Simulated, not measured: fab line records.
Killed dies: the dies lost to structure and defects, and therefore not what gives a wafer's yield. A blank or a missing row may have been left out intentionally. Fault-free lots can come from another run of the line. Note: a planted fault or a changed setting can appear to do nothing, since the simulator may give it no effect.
What tool caused it? ; flow n5-finfet ; at 1 step of a route of 1938, 9 lots with 25 wafers sampled

== WHAT THE GAUGES READ, wafer by wafer ==
N5_BEOL_M4_RC_MEAS_101. Usual: DIBL_N 36.1 mV/V, standard deviation 1.5; DIBL_P 36.1 mV/V, standard deviation 1.9; IOFF_N 0.159 nA/um, standard deviation 0.029; IOFF_P 0.21 nA/um, standard deviation 0.038; ION_N 675 uA/um, standard deviation 11; ION_P 464 uA/um, standard deviation 8.1; SS_N 71.5 mV/dec, standard deviation 0.57; SS_P 73.3 mV/dec, standard deviation 0.64; VT_N 249 mV, standard deviation 3.1; VT_P -250 mV, standard deviation 3.8.
lot;measured;on;DIBL_N (mV/V);DIBL_P (mV/V);IOFF_N (nA/um);IOFF_P (nA/um);ION_N (uA/um);ION_P (uA/um);SS_N (mV/dec);SS_P (mV/dec);VT_N (mV);VT_P (mV);flag
L617;day 10 03:05;prober-02;37.8 37.4 36.2;38.2 37.0 36.6;0.171 0.156 0.140;0.24 0.21 0.21;679 670 657;470 456 465;72.0 71.8 71.6;74.1 73.5 73.0;250 254 249;-249 -249 -250;
L618;day 10 04:53;prober-02;37.8 36.2 36.9;37.7 35.2 36.1;0.172 0.136 0.151;0.25 0.21 0.23;677 667 676;474 465 466;71.8 71.3 71.4;73.7 73.1 73.1;247 251 249;-246 -249 -247;
L619;day 10 05:15;prober-01;38.4 35.0 34.1;39.8 35.6 34.0;0.223 0.157 0.149;0.27 0.22 0.19;690 676 677;473 471 467;71.5 71.9 71.1;73.7 73.3 72.8;245 247 247;-246 -249 -251;
L622;day 11 08:40;prober-01;36.7 34.2 36.9;38.0 34.1 37.7;0.168 0.113 0.155;0.23 0.17 0.22;687 656 670;464 460 470;71.7 70.8 71.5;73.1 73.2 74.0;249 256 250;-249 -254 -250;
L623;day 11 09:25;prober-02;36.8 36.2 37.0;35.6 35.5 36.4;0.172 0.175 0.184;0.18 0.20 0.19;677 692 686;454 470 452;71.0 70.5 71.6;73.2 73.2 74.3;248 247 245;-253 -252 -254;
L627;day 12 10:04;prober-01;35.3 37.3;36.4 39.1;0.159 0.206;0.21 0.26;688 689;463 468;72.2 72.0;73.5 74.1;248 244;-249 -247;
L629;day 12 17:18;prober-01;37.1 36.9 38.5;36.9 37.2 39.3;0.177 0.184 0.213;0.26 0.28 0.31;686 691 702;476 481 479;72.1 71.4 72.2;73.8 73.1 73.5;245 248 244;-245 -241 -241;
L630;day 13 12:38;prober-02;35.6 34.5;36.6 34.6;0.159 0.131;0.20 0.17;674 664;456 456;71.3 71.1;72.6 73.1;247 252;-252 -255;
L632;day 14 09:27;prober-01;36.2 36.6 34.8;36.8 36.4 36.0;0.181 0.180 0.168;0.23 0.23 0.23;684 680 686;469 468 473;71.1 70.9 71.5;73.3 72.5 73.6;247 246 244;-247 -248 -247;

== WHICH TOOL RAN EACH LOT (tool, then ch and the chambers of the sampled wafers, then the start) ==
Record: no process step prior to these readings.

== WHAT THE TOOLS THEMSELVES READ (means of the sampled wafers that have a number; where no wafer has one, the mark that the record gives instead) ==
The record holds no such reading with a usual standard deviation.

== THE ANSWER, worked out from the rows above alone ==
Rule: take the mean of a lot's wafers that have a number; if it is more than 3 standard deviations from the usual mean, the lot is off. A lot without any number at a reading at which 4 lots or more have one is off too. Where the step has rows for the other lots, those lots are counted as sound. After the gauges, taken in route order, come the tools' own readings; for these a lot's mean is taken, as printed above. At the first step where some lot is off, the reading lying furthest off is the one used; lots without a number count as furthest.
None of the lots is off at any reading shown; this tells nothing.

== WHAT THE SIMULATOR HAD PUT IN ==
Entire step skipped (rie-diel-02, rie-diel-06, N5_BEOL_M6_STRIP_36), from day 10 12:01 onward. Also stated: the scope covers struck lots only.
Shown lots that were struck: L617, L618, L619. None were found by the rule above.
